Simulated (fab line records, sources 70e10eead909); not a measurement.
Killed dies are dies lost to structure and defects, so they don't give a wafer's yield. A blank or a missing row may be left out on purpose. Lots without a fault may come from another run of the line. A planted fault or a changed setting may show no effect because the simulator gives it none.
fab line records | flow nand_harc
record lots=6 wafers=18 last_day=33
route steps=1302 shown A_ONON_D1@434 END@1302
lots that met no fault: from a run of the same line without faults
start_h: hours from the record's first day to the start of the lot's first wafer shown | wait_h: hours since the lot's step before | " the same as in the row above | L1.1+2: a row that stands for several wafers | - no value, or no start given | * or withheld: withheld | < > ~ a bound
route shown NAME@n: a module of which the file shows steps, and the number in the route of the first | usual: mean/standard deviation of fault-free wafers | same: alike in all rows | chamber/n: place in a boat | sites: the reading at each site | _std_site: their standard deviation | _edge_site: outer sites' mean less inner sites' | radius_mm: how far each site lies from the wafer's centre | mask NAME#n: copy n | behind: the tool/chamber that last shaped the wafer | hold: why the lot was held/for how many hours/how that ended | device: the transistor (n, p or np) that didn't switch | end of line: the same wafers' tests at the end of the route | a step without rows: its recipe alone | killed: dies lost to structure and defects at the first sort, not the wafer's yield | map: a wafer's dies, x killed, . not, _ none there
set.NAME: the setting as run; set.NAME@STEP: as run at that earlier step | model.NAME: the simulator's own value behind a step, which no gauge read
lots at some steps of the route; a table a step, a row a wafer
services: from which hour (start_h, from the record's first day; less than 0 if before it) a tool's chamber was out of use, for how many hours, and why
## steps
# step NHARC_A_ONON_D1_ANNEAL_15
# recipe temp_c=750 time_s=3600
# step NHARC_A_ONON_D1_DEP_16
# recipe target_thk_a=10000 n2_flow_sccm=2750 n2o_flow_sccm=2000 nh3_flow_sccm=500 sih4_flow_sccm=210 temp_c=400
# step NHARC_A_ONON_D1_THK_MEAS_18
# recipe thk_meas_gauge=ellipsometry
# usual thk_nm=998/11
# columns lot.wafer tool chamber start_h wait_h thk_nm
L398.1 film_metro-01 - 166.41 - 981
L398.3 " - " " 982
L398.4 " - " " 982
L405.2 film_metro-02 - 250.02 - 1006
L405.3 " - " " 1004
L405.5 " - " " 1004
L408.1 film_metro-02 - 279.70 - 1010
L408.2 " - " " 1011
L408.6 " - " " 1012
L410.1 film_metro-01 - 287.96 - 1019
L410.4 " - " " 1019
L410.6 " - " " 1018
L419.1 film_metro-01 - 385.81 - 989
L419.4 " - " " 990
L419.5 " - " " 989
L420.1 film_metro-02 - 393.15 - 997
L420.4 " - " " 997
L420.6 " - " " 997
# step NHARC_A_ONON_D1_DEP_19
# recipe target_thk_a=10000 n2_flow_sccm=2750 n2o_flow_sccm=2000 nh3_flow_sccm=500 sih4_flow_sccm=210 temp_c=400
# step NHARC_A_ONON_D1_THK_MEAS_21
# recipe thk_meas_gauge=ellipsometry
# usual thk_nm=1003/9.3
# columns lot.wafer tool chamber start_h wait_h thk_nm
L398.1 film_metro-01 - 166.98 - 1017
L398.3 " - " " 1017
L398.4 " - " " 1017
L405.2 film_metro-01 - 250.58 - 1005
L405.3 " - " " 1006
L405.5 " - " " 1005
L408.1 film_metro-02 - 280.29 - 1018
L408.2 " - " " 1018
L408.6 " - " " 1016
L410.1 film_metro-02 - 288.52 - 1013
L410.4 " - " " 1010
L410.6 " - " " 1013
L419.1 film_metro-01 - 386.38 - 998
L419.4 " - " " 1002
L419.5 " - " " 998
L420.1 film_metro-01 - 393.71 - 1004
L420.4 " - " " 1003
L420.6 " - " " 1003
# step NHARC_A_ONON_D1_DEP_22
# recipe target_thk_a=10000 n2_flow_sccm=2750 n2o_flow_sccm=2000 nh3_flow_sccm=500 sih4_flow_sccm=210 temp_c=400
# step NHARC_A_ONON_D1_THK_MEAS_24
# recipe thk_meas_gauge=ellipsometry
# usual thk_nm=1000/9.8
# columns lot.wafer tool chamber start_h wait_h thk_nm
L398.1 film_metro-02 - 167.54 - 1003
L398.3 " - " " 1003
L398.4 " - " " 1003
L405.2 film_metro-01 - 251.15 - 1010
L405.3 " - " " 1007
L405.5 " - " " 1008
L408.1 film_metro-02 - 280.86 - 1014
L408.2 " - " " 1013
L408.6 " - " " 1013
L410.1 film_metro-01 - 289.09 - 994
L410.4 " - " " 996
L410.6 " - " " 994
L419.1 film_metro-01 - 386.94 - 989
L419.4 " - " " 990
L419.5 " - " " 990
L420.1 film_metro-02 - 394.28 - 977
L420.4 " - " " 979
L420.6 " - " " 978
# step NHARC_A_ONON_D1_DEP_25
# recipe target_thk_a=10000 n2_flow_sccm=2750 n2o_flow_sccm=2000 nh3_flow_sccm=500 sih4_flow_sccm=210 temp_c=400
# step NHARC_A_ONON_D1_THK_MEAS_27
# recipe thk_meas_gauge=ellipsometry
# usual thk_nm=1002/11
# columns lot.wafer tool chamber start_h wait_h thk_nm
L398.1 film_metro-02 - 168.11 - 996
L398.3 " - " " 994
L398.4 " - " " 996
L405.2 film_metro-01 - 251.72 - 990
L405.3 " - " " 991
L405.5 " - " " 988
L408.1 film_metro-02 - 281.42 - 1020
L408.2 " - " " 1019
L408.6 " - " " 1020
L410.1 film_metro-01 - 289.66 - 1009
L410.4 " - " " 1008
L410.6 " - " " 1008
L419.1 film_metro-01 - 387.51 - 1012
L419.4 " - " " 1011
L419.5 " - " " 1010
L420.1 film_metro-01 - 394.84 - 1015
L420.4 " - " " 1014
L420.6 " - " " 1014
# step NHARC_A_ONON_D1_DEP_28
# recipe target_thk_a=10000 n2_flow_sccm=2750 n2o_flow_sccm=2000 nh3_flow_sccm=500 sih4_flow_sccm=210 temp_c=400
# step NHARC_A_ONON_D1_THK_MEAS_30
# recipe thk_meas_gauge=ellipsometry
# usual thk_nm=1001/9.6
# columns lot.wafer tool chamber start_h wait_h thk_nm
L398.1 film_metro-01 - 168.67 - 1002
L398.3 " - " " 999
L398.4 " - " " 1001
L405.2 film_metro-02 - 252.28 - 1000
L405.3 " - " " 1000
L405.5 " - " " 998
L408.1 film_metro-01 - 281.98 - 995
L408.2 " - " " 996
L408.6 " - " " 995
L410.1 film_metro-01 - 290.25 - 991
L410.4 " - " " 993
L410.6 " - " " 991
L419.1 film_metro-01 - 388.08 - 996
L419.4 " - " " 999
L419.5 " - " " 998
L420.1 film_metro-01 - 395.42 - 1014
L420.4 " - " " 1015
L420.6 " - " " 1013
# step NHARC_A_ONON_D1_DEP_33
# recipe target_thk_a=2000 temp_c=400 pressure_torr=6.5 rf_w=900 teos_flow_sccm=161.4 flow_sccm=2650 target_thk_nm=200 gas=O2 material=SiO2
# usual chamber_pressure_Torr=6.501/0.014 heater_power_outer_w=306/65 heater_power_w=557/93 mfc_precursor_sccm=161.4/0.54 showerhead_vpp_V=1835/93 throttle_valve_pct=15.8/0.55
# columns lot.wafer tool chamber start_h wait_h chamber_pressure_Torr heater_power_outer_w heater_power_w mfc_precursor_sccm showerhead_vpp_V throttle_valve_pct
L398.1 pecvd-02 0 168.73 0.1 6.518 236 445 160.9 1934 16.4
L398.3 " 0 " " 6.521 249 475 161.4 1998 16.5
L398.4 " 1 " " 6.497 340 624 161.3 1706 15.9
L405.3 pecvd-01 0 252.34 0.1 6.502 298 522 162.1 1866 15.6
L405.2 " 1 " " 6.505 289 615 161.5 1881 14.8
L405.5 " 1 " " 6.500 310 629 161.4 1881 15.2
L408.2 pecvd-02 1 282.04 0.1 6.488 417 703 172.3 1729 15.7
L408.1 " 0 " " 6.509 277 520 171.7 1965 16.2
L408.6 " 1 " " 6.500 426 699 172.1 1726 15.6
L410.1 pecvd-02 1 290.31 0.1 6.515 353 629 173.2 1735 15.4
L410.6 " 1 " " 6.489 366 624 172.4 1698 15.6
L410.4 " 0 " " 6.494 226 466 173.5 1959 15.9
L419.1 pecvd-01 2 388.18 0.1 6.511 327 566 161.4 1728 16.1
L419.4 " 1 " " 6.486 226 502 161.9 1863 14.9
L419.5 " 0 " " 6.468 233 434 160.7 1919 15.9
L420.1 pecvd-03 2 395.52 0.1 6.518 293 541 161.8 1939 14.5
L420.4 " 2 " " 6.514 300 542 162.1 1955 14.2
L420.6 " 0 " " 6.507 226 421 161.9 1771 15.7
# step NHARC_A_ONON_D1_THK_MEAS_34
# recipe thk_meas_gauge=ellipsometry
# usual thk_nm=199.8/2.8
# columns lot.wafer tool chamber start_h wait_h thk_nm
L398.1 film_metro-01 - 169.28 0.5 197.2
L398.3 " - " " 202.2
L398.4 " - " " 200.5
L405.2 film_metro-01 - 252.76 - 200.5
L405.3 " - " " 200.2
L405.5 " - " " 203.3
L408.1 film_metro-01 - 282.45 - 214.9
L408.2 " - " " 210.1
L408.6 " - " " 215.9
L410.1 film_metro-01 - 290.72 - 216.5
L410.4 " - " " 221.1
L410.6 " - " " 217.5
L419.1 film_metro-01 - 388.55 - 197.3
L419.4 " - " " 199.4
L419.5 " - " " 202.2
L420.1 film_metro-02 - 395.88 - 196.1
L420.4 " - " " 197.7
L420.6 " - " " 196.7
# step NHARC_END_SORT_01
# recipe temp_c=25
# usual killed_at_array=53/19 killed_at_other=0.7/1.1 killed_at_periphery=4.2/2.7 killed_dies=58/18 killed_open=3.1/1.9 killed_short=2.5/1.6
# same gross_dies=677
# columns lot.wafer tool chamber start_h wait_h killed_at_array killed_at_other killed_at_periphery killed_dies killed_open killed_short
L408.2 prober-02 0 663.26 2.8 55 4 5 64 5 3
L408.6 prober-02 0 666.44 4.0 36 0 7 43 2 3
# killed by level:class
L408.2 A_CHANNEL_HOLE_D1:chamber_film_flake=29 A_STAIRCASE:chamber_film_flake=6 A_CONTACT:chamber_film_flake=4 P_M1:chamber_film_flake=3 A_SLIT:chamber_film_flake=3 A_BONDPAD:chamber_film_flake=3 THIN_TSV:chamber_film_flake=3 P_M2:geometric_particle:open=1
L408.6 A_CHANNEL_HOLE_D1:chamber_film_flake=17 P_M1:chamber_film_flake=6 A_CONTACT:chamber_film_flake=5 A_BONDPAD:chamber_film_flake=4 A_STAIRCASE:chamber_film_flake=3 A_WL_FILL:geometric_particle:short=2 A_DECK1_JOINT:geometric_particle:open=1 A_STAIRCASE:geometric_particle:short=1
## services
# columns tool chamber start_h hours kind
pecvd-02 2 166.95 6.4 repair
pecvd-03 - 185.30 13.0 pm
pecvd-03 0 185.30 13.0 vent_cycle
pecvd-03 1 185.30 13.0 vent_cycle
pecvd-03 2 185.30 13.0 vent_cycle
pecvd-03 0 198.30 - clean
pecvd-03 1 198.30 - clean
pecvd-03 2 198.30 - clean
pecvd-02 - 227.33 13.0 pm
pecvd-02 0 227.33 13.0 vent_cycle
pecvd-02 1 227.33 13.0 vent_cycle
pecvd-02 2 227.33 13.0 vent_cycle
pecvd-02 0 240.33 - clean
pecvd-02 1 240.33 - clean
pecvd-02 2 240.33 - clean
pecvd-03 0 256.18 10.2 repair
pecvd-01 - 311.16 13.0 pm
pecvd-01 0 311.16 13.0 vent_cycle
pecvd-01 1 311.16 13.0 vent_cycle
pecvd-01 2 311.16 13.0 vent_cycle
pecvd-01 0 324.16 - clean
pecvd-01 1 324.16 - clean
pecvd-01 2 324.16 - clean
pecvd-03 - 366.30 13.0 pm
## key
first_sign step=NHARC_A_ONON_D1_DEP_33 reading=mfc_precursor_sccm direction=up sigmas=21 usual=161.4 struck=172.5
effect step=NHARC_A_ONON_D1_THK_MEAS_34 reading=thk_nm direction=up sigmas=5.8 usual=199.8 struck=216.0
met_at NHARC_A_ONON_D1_DEP_33
struck_wafers L408.1,L408.2,L408.6,L410.1,L410.4,L410.6
tester_left_out L408,L410
onset_between 168.73 282.04
fault kind=process_parameter_drift tool=pecvd-02 chamber=- onset_h=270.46 steps=NHARC_A_ONON_D1_DEP_33 channel=teos_flow_sccm offset=* shape=step end_h=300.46 acts_in=* stated=*
# tester_left_out: of these lots the tester's yield and bins aren't shown, on N5 and GAA mostly nor the transistor test; their killed dies are dies lost to structure and defects alone, not to doping, threshold or leakage, so they don't give the yield
